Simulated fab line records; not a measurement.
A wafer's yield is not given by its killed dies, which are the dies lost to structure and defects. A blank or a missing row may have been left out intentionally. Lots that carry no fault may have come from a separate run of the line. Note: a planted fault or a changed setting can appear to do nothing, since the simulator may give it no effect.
Which tool was responsible? || flow nand-harc || Sampling: 11 lots, 32 wafers, 3 of 1302 route steps

## WHAT EACH GAUGE READ, for each wafer
NHARC_A_BLC_CD_MEAS_10: the cd target is 100 nm.
{"lot": "L959", "measured": "day 23 03:53", "on": "cd-sem-02", "cd-nm (nm)": "101.3 100.7 100.8"}
{"lot": "L961", "measured": "day 23 19:17", "on": "cd-sem-02", "cd-nm (nm)": "99.8 100.2 100.2"}
{"lot": "L966", "measured": "day 25 23:17", "on": "cd-sem-01", "cd-nm (nm)": "106.0 100.2 100.4"}
{"lot": "L967", "measured": "day 26 19:21", "on": "cd-sem-01", "cd-nm (nm)": "105.0 104.7"}
{"lot": "L970", "measured": "day 27 06:42", "on": "cd-sem-03", "cd-nm (nm)": "105.2 99.9 104.9"}
{"lot": "L972", "measured": "day 28 12:20", "on": "cd-sem-02", "cd-nm (nm)": "100.3 100.7 100.2"}
{"lot": "L975", "measured": "day 30 13:00", "on": "cd-sem-02", "cd-nm (nm)": "100.0 100.2 99.4"}
{"lot": "L978", "measured": "day 30 18:46", "on": "cd-sem-01", "cd-nm (nm)": "100.4 101.0 101.6"}
{"lot": "L979", "measured": "day 31 14:16", "on": "cd-sem-03", "cd-nm (nm)": "99.2 100.1 99.5"}
{"lot": "L981", "measured": "day 32 04:45", "on": "cd-sem-01", "cd-nm (nm)": "99.7 100.0 99.7"}
{"lot": "L980", "measured": "day 32 06:16", "on": "cd-sem-01", "cd-nm (nm)": "98.6 99.4 99.6"}

## WHICH TOOL RAN EACH LOT (tool, then ch and the chambers of the sampled wafers, then the start)
{"lot": "L959", "NHARC_A_CONTACT_ETCH_98": "rie-diel-08 ch 2,3, day 23 03:49 or earlier", "NHARC_A_BLC_PEB_08": "litho-track-04 ch 0, day 23 03:49"}
{"lot": "L961", "NHARC_A_CONTACT_ETCH_98": "rie-diel-08 ch 0,2,3, day 23 19:12 or earlier", "NHARC_A_BLC_PEB_08": "litho-track-04 ch 0, day 23 19:12"}
{"lot": "L966", "NHARC_A_CONTACT_ETCH_98": "rie-diel-07 ch 1,2,3, day 25 23:13 or earlier", "NHARC_A_BLC_PEB_08": "litho-track-04 ch 0, day 25 23:13"}
{"lot": "L967", "NHARC_A_CONTACT_ETCH_98": "rie-diel-08 ch 3, day 26 19:16 or earlier", "NHARC_A_BLC_PEB_08": "litho-track-04 ch 0, day 26 19:16"}
{"lot": "L970", "NHARC_A_CONTACT_ETCH_98": "rie-diel-04 ch 0,1,3, day 27 06:37 or earlier", "NHARC_A_BLC_PEB_08": "litho-track-04 ch 0, day 27 06:37"}
{"lot": "L972", "NHARC_A_CONTACT_ETCH_98": "rie-diel-04 ch 2,3, day 28 12:15 or earlier", "NHARC_A_BLC_PEB_08": "litho-track-01 ch 0, day 28 12:15"}
{"lot": "L975", "NHARC_A_CONTACT_ETCH_98": "rie-diel-08 ch 2,3, day 30 12:55 or earlier", "NHARC_A_BLC_PEB_08": "litho-track-04 ch 0, day 30 12:55"}
{"lot": "L978", "NHARC_A_CONTACT_ETCH_98": "rie-diel-08 ch 0,3, day 30 18:41 or earlier", "NHARC_A_BLC_PEB_08": "litho-track-04 ch 0, day 30 18:41"}
{"lot": "L979", "NHARC_A_CONTACT_ETCH_98": "rie-diel-07 ch 1,2, day 31 14:11 or earlier", "NHARC_A_BLC_PEB_08": "litho-track-06 ch 0, day 31 14:11"}
{"lot": "L981", "NHARC_A_CONTACT_ETCH_98": "rie-diel-07 ch 0,2, day 32 04:40 or earlier", "NHARC_A_BLC_PEB_08": "litho-track-01 ch 0, day 32 04:40"}
{"lot": "L980", "NHARC_A_CONTACT_ETCH_98": "rie-diel-08 ch 0,1,3, day 32 03:13", "NHARC_A_BLC_PEB_08": "litho-track-06 ch 0, day 32 06:11"}
- NHARC_A_CONTACT_ETCH_98: etches the open film in C4F6/O2, target depth 20 nm, time 10 s.
- NHARC_A_BLC_PEB_08: peb time 65 s.

## THE ANSWER, worked out from the rows above alone
Rule: the lots themselves supply what counts as usual. The widest of any qualifying gaps counts: lots, ordered by their means at a reading, are off when they make up no more than a third of the lots, leave a main group of 4 or more, and stand apart from it by 3 or more times the standard deviation of that group's means. The tables above print the reading to a certain number of digits; a main group whose means all agree to those digits is not used. Also off: a lot with no number at a reading for which 4 or more lots have one. All remaining lots with rows at the step are treated as sound.
Across all readings shown, no lot is off: no conclusion can be drawn from this.

## WHAT THE SIMULATOR HAD PUT IN
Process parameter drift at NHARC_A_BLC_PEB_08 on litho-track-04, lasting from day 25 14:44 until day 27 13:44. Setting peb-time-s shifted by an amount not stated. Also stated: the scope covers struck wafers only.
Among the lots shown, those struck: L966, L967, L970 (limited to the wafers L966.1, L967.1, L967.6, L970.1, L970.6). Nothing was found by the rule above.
